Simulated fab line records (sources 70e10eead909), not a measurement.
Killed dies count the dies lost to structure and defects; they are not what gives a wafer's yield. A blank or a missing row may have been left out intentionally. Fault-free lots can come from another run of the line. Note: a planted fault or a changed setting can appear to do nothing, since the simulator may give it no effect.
A struck lot beside a sound one :: flow nand harc :: 17 out of 1159 route steps
Sound: the wafers L966.2, L966.4, L966.5. The struck wafers were L980.2, L980.4, L980.6. The cause is given at the end.
For every step that has rows: the tool of each side, followed by ch and its chambers, followed by its first start. Under that, the readings that differ: sound wafers :: struck wafers :: difference of the means :: sigmas: that difference in standard deviations of wafers without a fault.
alike: same words and numbers on both sides, and readings whose means sit less than 2 such deviations apart. not compared: any withheld reading, any reading some wafer has no value for, any bound like >300 that may hide the same value, and any number with overlapping values for which the record gives no deviation.
A row with sigmas, a row that says differs or no value, or rows on one side alone: a step with any of these is where the two part. Numbers that have no deviation but don't overlap get no sigmas and don't part them. Lack of a reading on every wafer of one side parts them only where that side has two or more wafers.

NHARC_A_STAIRCASE_CMP_472: polishes SiO2.
  sound on cmp-02 ch 0,1,2, day 13 15:56; struck on cmp-03 ch 0,1, day 17 10:03
  alike: motor current A
next, for these wafers, 1 step has no rows: NHARC_A_STAIRCASE_SRD_474.
NHARC_A_STAIRCASE_INSPECT_155:
  sound on defect inspect-01, day 13 16:17; struck on defect inspect-02, day 17 10:24
  alike: raw defect count
NHARC_A_SGD_CUT_DEP_00: deposits SiNx, target thk 50 nm.
  sound on pecvd-04 ch 0,1, day 13 16:23; struck on pecvd-02 ch 0,1,2, day 17 10:29
  alike: heater power w
then, 7 steps without rows for these wafers: NHARC_A_SGD_CUT_DEHYDRATE_01 (time 120 s); NHARC_A_SGD_CUT_HMDS_02 (time 30 s); NHARC_A_SGD_CUT_COAT_56 (time 75 s); NHARC_A_SGD_CUT_COAT_57 (time 65 s); NHARC_A_SGD_CUT_COAT_03 (resist thk 90 nm); NHARC_A_SGD_CUT_SOFTBAKE_04 (time 55 s); NHARC_A_SGD_CUT_EBR_05.
NHARC_A_SGD_CUT_EXPOSE_06: exposes mask SGD.
  sound on arfi scanner-01 ch 0, day 13 16:56; struck on arfi scanner-01 ch 0, day 17 10:57
reading: exposure dose mJ cm2
sound: 85.71 85.68 85.63
struck: 88.88 88.95 88.97
difference: +3.26
sigmas: +39
  alike: mask, reticle temp C, stage vel mm s
then, 2 steps without rows for these wafers: NHARC_A_SGD_CUT_PEB_07 (peb time 65 s); NHARC_A_SGD_CUT_DEVELOP_08 (develop time 35 s).
NHARC_A_SGD_CUT_CD_MEAS_09: target cd 100 nm.
  sound on cd sem-02 ch 0, day 13 17:05; struck on cd sem-02 ch 0, day 17 11:05
reading: cd nm (nm)
sound: 99.5 100.2 99.7
struck: 101.6 101.8 101.8
difference: +1.9
sigmas: +3
NHARC_A_SGD_CUT_OVL_MEAS_10:
  sound on overlay-02, day 13 17:10; struck on overlay-01, day 17 11:10
reading: overlay x nm (nm)
sound: 0.7 0.8 1.2
struck: -1.6 -1.9 -1.8
difference: -2.7
sigmas: -3
  alike: overlay y nm
-- break in the record here, with 8 days between the starts of the struck wafers on either side (left off in module A_SGD_CUT, picked up again in module END, where the first step shown is number 1159 on the route) --
NHARC_END_SORT_01:
  the record has rows for the struck wafers here (prober-01 ch 0, day 25 00:21) and none for the sound ones

== WHERE THEY PART ==
First at NHARC_A_SGD_CUT_EXPOSE_06; last, within this record, at NHARC_END_SORT_01.

WHY: whatever the simulator had introduced
Process parameters drifting: arfi scanner-01 at NHARC_A_SGD_CUT_EXPOSE_06, beginning at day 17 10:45. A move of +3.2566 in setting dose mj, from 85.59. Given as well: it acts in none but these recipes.
